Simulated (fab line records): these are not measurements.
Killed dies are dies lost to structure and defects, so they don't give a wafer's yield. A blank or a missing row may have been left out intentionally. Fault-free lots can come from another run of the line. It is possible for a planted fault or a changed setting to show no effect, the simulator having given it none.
Lot-split experiment :: flow n5Finfet :: on a route of 1938 steps: 7 lots, 21 wafers read

THE SPLIT
At N5_BEOL_M2_COAT_22 (resist thk 30 nm), the setting spinRpm was moved away from the recipe's 1500 rpm on 5 of the 21 wafers read, by -7.2% to +4.2%. All remaining wafers had this setting at the recipe value.

FROM THE SPLIT TO THE READING: what the file shows between them, 6 steps
- N5_BEOL_M2_EBR_24
- N5_BEOL_M2_SOFTBAKE_23: time 60 s
- N5_BEOL_M2_DESCUM_33: chemistry O2, time 7 s
- N5_BEOL_M2_ETCH_77: etches underlayer in N2/H2, target depth 6.5 nm, time 5.2 s
- N5_BEOL_M2_ETCH_69: etches SiARC in CF4, target depth 15.6 nm, time 26 s
- N5_BEOL_M2_ALD_98: deposits SiO2, target thk 2.5 nm, pulse time 1 s, co reactant pulse time 1 s

THE READING
CAR-EUV_of_BEOL_M2_COAT_22.thkNm (the simulator's own value, which no gauge read), in nm, at N5_BEOL_M2_ETCHBACK_99 (etches SiO2 in CHF3, target depth 5 nm, time 10.4 s). There is no usual value for it anywhere in the file. The 16 wafers here that ran the recipe average 10.3 nm, standard deviation 0.093 nm.

wafer: L078.1
tool, chamber at the split: lithoTrack-01, 0
spinRpm as run, rpm: 1500
against the recipe: recipe
CAR-EUV_of_BEOL_M2_COAT_22.thkNm, nm: 10.2
against lot-mates on the recipe: -

wafer: L078.2
tool, chamber at the split: lithoTrack-01, 0
spinRpm as run, rpm: 1500
against the recipe: recipe
CAR-EUV_of_BEOL_M2_COAT_22.thkNm, nm: 10.2
against lot-mates on the recipe: -

wafer: L078.6
tool, chamber at the split: lithoTrack-01, 0
spinRpm as run, rpm: 1500
against the recipe: recipe
CAR-EUV_of_BEOL_M2_COAT_22.thkNm, nm: 10.4
against lot-mates on the recipe: -

wafer: L079.2
tool, chamber at the split: lithoTrack-01, 0
spinRpm as run, rpm: 1440
against the recipe: -4.0%
CAR-EUV_of_BEOL_M2_COAT_22.thkNm, nm: 11
against lot-mates on the recipe: +0.6

wafer: L079.6
tool, chamber at the split: lithoTrack-01, 0
spinRpm as run, rpm: 1440
against the recipe: -4.0%
CAR-EUV_of_BEOL_M2_COAT_22.thkNm, nm: 11
against lot-mates on the recipe: +0.6

wafer: L079.5
tool, chamber at the split: lithoTrack-01, 0
spinRpm as run, rpm: 1500
against the recipe: recipe
CAR-EUV_of_BEOL_M2_COAT_22.thkNm, nm: 10.4
against lot-mates on the recipe: -

wafer: L077.2
tool, chamber at the split: lithoTrack-02, 0
spinRpm as run, rpm: 1500
against the recipe: recipe
CAR-EUV_of_BEOL_M2_COAT_22.thkNm, nm: 10.4
against lot-mates on the recipe: -

wafer: L077.3
tool, chamber at the split: lithoTrack-02, 0
spinRpm as run, rpm: 1500
against the recipe: recipe
CAR-EUV_of_BEOL_M2_COAT_22.thkNm, nm: 10.4
against lot-mates on the recipe: -

wafer: L077.4
tool, chamber at the split: lithoTrack-02, 0
spinRpm as run, rpm: 1500
against the recipe: recipe
CAR-EUV_of_BEOL_M2_COAT_22.thkNm, nm: 10.4
against lot-mates on the recipe: -

wafer: L080.3
tool, chamber at the split: lithoTrack-05, 0
spinRpm as run, rpm: 1500
against the recipe: recipe
CAR-EUV_of_BEOL_M2_COAT_22.thkNm, nm: 10.4
against lot-mates on the recipe: -

wafer: L080.4
tool, chamber at the split: lithoTrack-05, 0
spinRpm as run, rpm: 1500
against the recipe: recipe
CAR-EUV_of_BEOL_M2_COAT_22.thkNm, nm: 10.4
against lot-mates on the recipe: -

wafer: L080.5
tool, chamber at the split: lithoTrack-05, 0
spinRpm as run, rpm: 1392
against the recipe: -7.2%
CAR-EUV_of_BEOL_M2_COAT_22.thkNm, nm: 11.6
against lot-mates on the recipe: +1.2

wafer: L083.2
tool, chamber at the split: lithoTrack-02, 0
spinRpm as run, rpm: 1500
against the recipe: recipe
CAR-EUV_of_BEOL_M2_COAT_22.thkNm, nm: 10.4
against lot-mates on the recipe: -

wafer: L083.3
tool, chamber at the split: lithoTrack-02, 0
spinRpm as run, rpm: 1563
against the recipe: +4.2%
CAR-EUV_of_BEOL_M2_COAT_22.thkNm, nm: 10
against lot-mates on the recipe: -0.4

wafer: L083.5
tool, chamber at the split: lithoTrack-02, 0
spinRpm as run, rpm: 1563
against the recipe: +4.2%
CAR-EUV_of_BEOL_M2_COAT_22.thkNm, nm: 10
against lot-mates on the recipe: -0.4

wafer: L084.1
tool, chamber at the split: lithoTrack-05, 0
spinRpm as run, rpm: 1500
against the recipe: recipe
CAR-EUV_of_BEOL_M2_COAT_22.thkNm, nm: 10.2
against lot-mates on the recipe: -

wafer: L084.4
tool, chamber at the split: lithoTrack-05, 0
spinRpm as run, rpm: 1500
against the recipe: recipe
CAR-EUV_of_BEOL_M2_COAT_22.thkNm, nm: 10.2
against lot-mates on the recipe: -

wafer: L084.2
tool, chamber at the split: lithoTrack-05, 0
spinRpm as run, rpm: 1500
against the recipe: recipe
CAR-EUV_of_BEOL_M2_COAT_22.thkNm, nm: 10.4
against lot-mates on the recipe: -

wafer: L085.2
tool, chamber at the split: lithoTrack-05, 0
spinRpm as run, rpm: 1500
against the recipe: recipe
CAR-EUV_of_BEOL_M2_COAT_22.thkNm, nm: 10.4
against lot-mates on the recipe: -

wafer: L085.5
tool, chamber at the split: lithoTrack-05, 0
spinRpm as run, rpm: 1500
against the recipe: recipe
CAR-EUV_of_BEOL_M2_COAT_22.thkNm, nm: 10.4
against lot-mates on the recipe: -

wafer: L085.6
tool, chamber at the split: lithoTrack-05, 0
spinRpm as run, rpm: 1500
against the recipe: recipe
CAR-EUV_of_BEOL_M2_COAT_22.thkNm, nm: 10.2
against lot-mates on the recipe: -

THE FIT
A straight line over all 21 wafers: CAR-EUV_of_BEOL_M2_COAT_22.thkNm changes by -0.142 nm for each +1% of spinRpm; r = -0.94; the points scatter about the line by 0.13 nm.
The same after taking each lot's own level away (the mean of its wafers on the recipe; 21 wafers): -0.139 nm for each +1%; r = -0.96; scatter 0.095 nm.
The reading moves by 1 nm for the largest change in spinRpm, on that fit.
The span of the lots' own levels, 10.27 to 10.40 nm, comes to 1.4 times the standard deviation stated above.
Consequently the slope shifts little with the lot-to-lot level, the two slopes agreeing.
Check: +0.897 nm against its lot-mates is what the line predicts for one of the wafers moved furthest among these (-7.2%) when that wafer is left out of the fit. Against them it came out at +1.2 nm.

FURTHER SPLITS ON THESE WAFERS
These wafers also went through other splits before the reading. Each is held against what the fit with the lots' levels taken away leaves over:
other split on the same wafers: N5_BEOL_M0_SAQP_ETCH_106 targetDepthA
wafers away from the commonest value: 5
r with CAR-EUV_of_BEOL_M2_COAT_22.thkNm (lot level and that fit taken away): -0.11

other split on the same wafers: N5_BEOL_M1_HM_DEP_02 targetThkA
wafers away from the commonest value: 8
r with CAR-EUV_of_BEOL_M2_COAT_22.thkNm (lot level and that fit taken away): +0.44

other split on the same wafers: N5_BEOL_M1_COAT_61 spinRpm
wafers away from the commonest value: 6
r with CAR-EUV_of_BEOL_M2_COAT_22.thkNm (lot level and that fit taken away): +0.19

other split on the same wafers: N5_BEOL_M1_TRENCH_ETCH_37 biasW
wafers away from the commonest value: 5
r with CAR-EUV_of_BEOL_M2_COAT_22.thkNm (lot level and that fit taken away): +0.08

other split on the same wafers: N5_BEOL_M2_COAT_67 spinRpm
wafers away from the commonest value: 8
r with CAR-EUV_of_BEOL_M2_COAT_22.thkNm (lot level and that fit taken away): +0.04

THE WHOLE CHAIN: every reading that the file lists as answering this split, in the file's order
step: N5_BEOL_M2_COAT_22
what it does: resist thk 30 nm
reading: CAR-EUV_of_BEOL_M2_COAT_22.thkNm (the simulator's own value, which no gauge read)
change (the file's fit): -0.176 nm for each +1% of the setting
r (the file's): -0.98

step: N5_BEOL_M2_DESCUM_33
what it does: chemistry O2, time 7 s
reading: CAR-EUV_of_BEOL_M2_COAT_22.thkNm (the simulator's own value, which no gauge read)
change (the file's fit): -0.159 nm for each +1% of the setting
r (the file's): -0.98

step: N5_BEOL_M2_ETCH_69
what it does: etches SiARC in CF4, target depth 15.6 nm, time 26 s
reading: CAR-EUV_of_BEOL_M2_COAT_22.thkNm (the simulator's own value, which no gauge read)
change (the file's fit): -0.168 nm for each +1% of the setting
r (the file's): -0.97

step: N5_BEOL_M2_ETCHBACK_99
what it does: etches SiO2 in CHF3, target depth 5 nm, time 10.4 s
reading: CAR-EUV_of_BEOL_M2_COAT_22.thkNm (the simulator's own value, which no gauge read)
change (the file's fit): -0.149 nm for each +1% of the setting
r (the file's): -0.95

THE FILE'S OWN FIT
CAR-EUV_of_BEOL_M2_COAT_22.thkNm changes by -0.149 nm for each +1% of spinRpm, r = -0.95.
